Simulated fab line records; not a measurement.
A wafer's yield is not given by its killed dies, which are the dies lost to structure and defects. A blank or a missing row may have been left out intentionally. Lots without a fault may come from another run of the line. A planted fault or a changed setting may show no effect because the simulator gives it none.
Which tool did it? / flow n5Finfet / 31 wafers from 11 lots sampled at 3 of the route's 1938 steps

WHAT EACH GAUGE READ, for each wafer
N5_SD_EPI_P_INSPECT_26: inspects for defects (darkfield).
lot=L810; measured=day 3 13:24; on=defectInspect-02; rawDefectCount=194 150
lot=L812; measured=day 4 02:20; on=defectInspect-01; rawDefectCount=186 291 271
lot=L815; measured=day 4 15:09; on=defectInspect-02; rawDefectCount=293 204 247
lot=L816; measured=day 5 00:38; on=defectInspect-01; rawDefectCount=192 151 161
lot=L817; measured=day 5 06:52; on=defectInspect-02; rawDefectCount=164 128 179
lot=L819; measured=day 5 16:37; on=defectInspect-02; rawDefectCount=206 275 159
lot=L820; measured=day 5 22:17; on=defectInspect-02; rawDefectCount=128 105 135
lot=L821; measured=day 6 03:14; on=defectInspect-02; rawDefectCount=196 206
lot=L822; measured=day 6 13:37; on=defectInspect-01; rawDefectCount=1398 224 195
lot=L832; measured=day 9 00:44; on=defectInspect-02; rawDefectCount=172 111 112
lot=L833; measured=day 9 07:14; on=defectInspect-02; rawDefectCount=166 140 188

TOOL THAT RAN EACH LOT (tool first, then ch and the chambers of the sampled wafers, then the start)
lot=L810; N5_SD_EPI_P_ETCHBACK_46=rieDiel-04 ch 0,1, day 3 08:08; N5_SD_EPI_P_ETCH_47=rieDiel-04 ch 0,1, day 3 08:14
lot=L812; N5_SD_EPI_P_ETCHBACK_46=rieDiel-04 ch 1,2, day 3 23:01; N5_SD_EPI_P_ETCH_47=rieDiel-04 ch 1,2, day 3 23:07
lot=L815; N5_SD_EPI_P_ETCHBACK_46=rieDiel-02 ch 0,2,3, day 4 11:50; N5_SD_EPI_P_ETCH_47=rieDiel-02 ch 0,2,3, day 4 11:56
lot=L816; N5_SD_EPI_P_ETCHBACK_46=rieDiel-02 ch 0,2,3, day 4 20:29; N5_SD_EPI_P_ETCH_47=rieDiel-02 ch 0,2,3, day 4 20:35
lot=L817; N5_SD_EPI_P_ETCHBACK_46=rieDiel-06 ch 2,3, day 5 02:43; N5_SD_EPI_P_ETCH_47=rieDiel-06 ch 2,3, day 5 02:49
lot=L819; N5_SD_EPI_P_ETCHBACK_46=rieDiel-02 ch 0,2,3, day 5 13:19; N5_SD_EPI_P_ETCH_47=rieDiel-02 ch 0,2,3, day 5 13:25
lot=L820; N5_SD_EPI_P_ETCHBACK_46=rieDiel-02 ch 1,2, day 5 18:59; N5_SD_EPI_P_ETCH_47=rieDiel-02 ch 1,2, day 5 19:05
lot=L821; N5_SD_EPI_P_ETCHBACK_46=rieDiel-04 ch 3, day 5 23:56; N5_SD_EPI_P_ETCH_47=rieDiel-04 ch 3, day 6 00:02
lot=L822; N5_SD_EPI_P_ETCHBACK_46=rieDiel-02 ch 2,3, day 6 10:19; N5_SD_EPI_P_ETCH_47=rieDiel-02 ch 2,3, day 6 10:25
lot=L832; N5_SD_EPI_P_ETCHBACK_46=rieDiel-04 ch 1,2,3, day 8 21:26; N5_SD_EPI_P_ETCH_47=rieDiel-04 ch 1,2,3, day 8 21:32
lot=L833; N5_SD_EPI_P_ETCHBACK_46=rieDiel-06 ch 2,3, day 9 03:56; N5_SD_EPI_P_ETCH_47=rieDiel-06 ch 2,3, day 9 04:02
- N5_SD_EPI_P_ETCHBACK_46: etches SiNx in CH3F/O2, stops on SiO2, target depth 17.5 nm.
- N5_SD_EPI_P_ETCH_47: etches SiOCN in CH3F/O2, target depth 25 nm.

THE ANSWER, worked out from the rows above alone
Rule: the usual values come from the lots themselves. Put in order of their means at a reading, lots are off if they are a third of the lots or fewer, leave a main group of 4 or more, and stand apart from it by a gap of 3 or more times the standard deviation of the main group's means; of several such gaps the widest counts. The tables above print the reading to a certain number of digits; a main group whose means all agree to those digits is not used. Also off: a lot with no number at a reading for which 4 or more lots have one. Any other lot the step has rows for is counted as sound.
Off: L822, at N5_SD_EPI_P_INSPECT_26 (rawDefectCount). The main group: mean 183, standard deviation 42.
If a tool, at a process step before that reading, ran all the lots that are off and no sound lot after the first of them, it fits. Gauges at N5_SD_EPI_P_INSPECT_26: tried the same way as those tools. Undecided on this evidence; 2 tools fit (rieDiel-02 at N5_SD_EPI_P_ETCHBACK_46 and N5_SD_EPI_P_ETCH_47, defectInspect-01 at N5_SD_EPI_P_INSPECT_26).

WHAT THE SIMULATOR HAD PUT IN
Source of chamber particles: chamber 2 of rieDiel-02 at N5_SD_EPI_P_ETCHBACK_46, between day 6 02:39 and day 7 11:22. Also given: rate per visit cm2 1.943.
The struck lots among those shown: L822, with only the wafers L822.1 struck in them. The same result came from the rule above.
